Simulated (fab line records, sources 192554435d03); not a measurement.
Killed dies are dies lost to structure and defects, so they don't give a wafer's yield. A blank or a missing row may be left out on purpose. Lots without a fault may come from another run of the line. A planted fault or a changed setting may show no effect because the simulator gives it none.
A struck lot beside a sound one | flow n5_finfet | 37 steps out of a route of 1938
Sound: wafers L736.2, L736.3, L736.5. Struck: wafers L729.2, L729.5, L729.6. The cause comes at the end.
At each step with rows: each side's tool, then ch and its chambers, then its first start. Under that, the readings that differ: sound wafers | struck wafers | difference of the means | sigmas: that difference in standard deviations of wafers without a fault.
alike: readings whose means differ by less than 2 such deviations, and words and numbers that are the same on both sides. not compared: withheld readings, readings that some wafer has no value for, bounds like >300 that may hide the same value, and numbers for which the record gives no deviation and whose values overlap.
The two part at a step that has a row with sigmas, a row that says differs or no value, or rows on one side only. Numbers that don't overlap but have no deviation are shown without sigmas and don't part them. A reading that every wafer of one side lacks parts them only if that side has two wafers or more.

first, 9 steps without rows for these wafers: N5_BEOL_M4_ANNEAL_95 (time 240 s); N5_BEOL_M4_SPUTTER_96 (material Cu, target thk 4.5 nm, time 8.29 s); N5_BEOL_M4_ECD_50 (material Cu, target thk 300 nm); N5_BEOL_M4_ANNEAL_51 (time 90 s); N5_BEOL_M4_CMP_52 (polishes, stops on SiOC, t overpolish 6.8 s, target thk 40 nm); N5_BEOL_M4_PRE_CLEAN_60 (time 15 s); N5_BEOL_M4_CO_CAP_55 (material Co, precursor CCTBA/H2, target thk 2 nm, time 102.1 s); N5_BEOL_M4_PRE_CLEAN_56 (time 15 s); N5_BEOL_M4_DEP_57 (deposits SiCN from 3MS/NH3, target thk 8 nm, time 14 s).
N5_BEOL_M4_RC_MEAS_101:
  sound on prober-01 ch 0, day 13 15:58; struck on prober-02 ch 0, day 11 04:39
  reading       | sound          | struck         | difference | sigmas
  DIBL_N (mV/V) | 38.0 38.0 39.2 | 35.9 36.1 33.7 | -3.2       | -2
  DIBL_P (mV/V) | 39.2 39.1 40.8 | 35.0 34.8 32.7 | -5.5       | -3
  alike: IOFF_N, IOFF_P, ION_N, ION_P, SS_N, SS_P, VT_N, VT_P
then, 24 steps without rows for these wafers: N5_BEOL_M5_ILD_DEP_00 (deposits SiCOH lowk from DEMS/porogen, target thk 140.64 nm, time 25.9 s); N5_BEOL_M5_CURE_79 (cures SiCOH lowk, time 240 s); N5_BEOL_M5_PECVD_70 (deposits SiO2 from TEOS/O2, target thk 16 nm, time 18 s); N5_BEOL_M5_HM_DEP_02 (deposits TiN, target thk 20 nm); N5_BEOL_M5_COAT_59 (time 60 s, resist thk 60 nm); N5_BEOL_M5_COAT_60 (time 60 s, resist thk 12 nm); N5_BEOL_M5_COAT_71 (time 60 s, resist thk 5 nm); N5_BEOL_M5_COAT_05 (resist thk 30 nm); N5_BEOL_M5_EBR_07; N5_BEOL_M5_SOFTBAKE_06 (time 60 s); N5_BEOL_M5_EXPOSE_08 (exposes mask M5, target cd 28 nm); N5_BEOL_M5_PEB_09 (peb time 60 s); N5_BEOL_M5_DEVELOP_10 (develop time 30 s); N5_BEOL_M5_DESCUM_16 (chemistry O2, time 7 s); N5_BEOL_M5_ETCH_72 (etches underlayer in N2/H2, target depth 6.5 nm, time 5.2 s); N5_BEOL_M5_ETCH_61 (etches SiARC in CF4, target depth 15.6 nm, time 26 s); N5_BEOL_M5_ETCH_62 (etches SOC in N2/H2, target depth 75 nm, overetch 15 nm, time 112.5 s); N5_BEOL_M5_STRIP_63 (strips in N2/H2); N5_BEOL_M5_STRIP_73 (strips in N2/H2); N5_BEOL_M5_STRIP_64 (strips in CF4); N5_BEOL_M5_HM_OPEN_17 (chemistry Cl2/BCl3, target TiN, target depth 20 nm, overetch 6 nm); N5_BEOL_M5_STRIP_19 (strips in O2); N5_BEOL_M5_COAT_65 (time 60 s, resist thk 60 nm); N5_BEOL_M5_COAT_66 (time 60 s, resist thk 12 nm).
N5_BEOL_M5_ETCH_68: etches SOC in N2/H2, target depth 80 nm, overetch 16 nm, time 120 s.
  sound on rie_diel-02 ch 0,2,3, day 13 20:53; struck on rie_diel-05 ch 1,2,3, day 11 11:03
  no value came back on the struck wafers for any of 10 readings (bias_w (W), chamber_pressure_mTorr (mTorr) and others); on the sound wafers bias_w (W) reads 150.7 149.9 150.3
  reading                                         | sound       | struck       | difference | sigmas
  model.CAR-EUV_of_BEOL_M5_COAT_22.thk_nm (nm)    | 0 0 0       | 11 11.2 11.2 | +11        |
  model.SiARC_of_BEOL_M5_COAT_66.thk_nm (nm)      | 6.6 6.4 6.4 | 12 12 12     | +6         |
  model.underlayer_of_BEOL_M5_COAT_74.thk_nm (nm) | 0 0 0       | 5 5 5        | +5         |
  not compared: rf_hours_counter_h
N5_BEOL_M5_VIA_ETCH_34: etches SiCOH lowk in C4F6/O2, target depth 88.3 nm, time 39.2 s.
  sound on rie_diel-02 ch 0,2,3, day 13 20:59; struck on rie_diel-05 ch 1,2,3, day 11 11:09
  reading               | sound          | struck         | difference | sigmas
  oes_product_au (a.u.) | 0.74 0.72 0.86 | 0.28 0.26 0.26 | -0.51      | -6
  alike: C4F6_flow_sccm, O2_flow_sccm, drypump_motor_current_A, oes_f_703_au, rf_vpp_V, showerhead_plenum_p_Torr, throttle_valve_pct
  not compared: rf_hours_counter_h
-- the record jumps here: 4 days lie between the struck wafers' starts before and after (it left off in module BEOL_M5 and takes up again in module PASSIVATION, whose first step shown is number 1936 of the route) --
N5_PASSIVATION_PROBE_49:
  the record has rows for the struck wafers here (prober-01, day 15 10:43) and none for the sound ones

WHERE THEY PART
First at N5_BEOL_M4_RC_MEAS_101; last, within this record, at N5_PASSIVATION_PROBE_49.

WHY: what the simulator had put in
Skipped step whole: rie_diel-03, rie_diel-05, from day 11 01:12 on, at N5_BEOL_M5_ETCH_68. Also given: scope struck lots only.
